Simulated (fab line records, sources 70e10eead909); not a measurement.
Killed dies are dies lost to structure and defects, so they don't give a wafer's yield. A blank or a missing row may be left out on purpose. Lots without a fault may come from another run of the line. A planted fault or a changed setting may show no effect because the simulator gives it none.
Chamber matching | flow nand_harc | NHARC_A_STAIRCASE_ALD_415 on ald_hk-01: 4 sister chambers
The step deposits SiO2, target thk 30 nm, pulse time 6 s, ald cycles 300. 4 wafers are shown with their chamber, then 7 later ones without.

WAFERS WITH THEIR CHAMBER
wafer  | chamber | heater_power_w (W)
L084.4 | 1       | 491
L084.6 | 3       | 429
L088.1 | 2       | 571
L088.2 | 0       | 489

WAFERS WITHOUT THEIR CHAMBER
wafer  | heater_power_w (W)
L088.4 | 434
L091.1 | 568
L091.2 | 485
L091.3 | 442
L092.1 | 558
L092.3 | 434
L092.4 | 472

WHICH CHAMBER EACH WENT THROUGH
wafer  | from the rows above     | in truth
L088.4 | 3                       | 3
L091.1 | 2                       | 2
L091.2 | can't be placed: 0 or 1 | 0
L091.3 | 3                       | 3
L092.1 | 2                       | 2
L092.3 | 3                       | 3
L092.4 | can't be placed: 0 or 1 | 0
Placed correctly: 5 of 7. Can't be placed from these rows: 2 (the true chamber is among the candidates in 2). Placed wrongly: 0.
How it was worked out, from the rows above alone: a wafer's distance from a chamber is the root of the sum, over the readings, of the square of ((its reading less the chamber's mean) divided by the reading's scatter). The wafer belongs to the nearest chamber; if the next one is less than 2 further off, it can't be placed. A chamber's mean is the mean of its shown wafers. The scatter: with one shown wafer a chamber, the root of the mean of the squares of how far each hidden wafer lies from its nearest shown one.
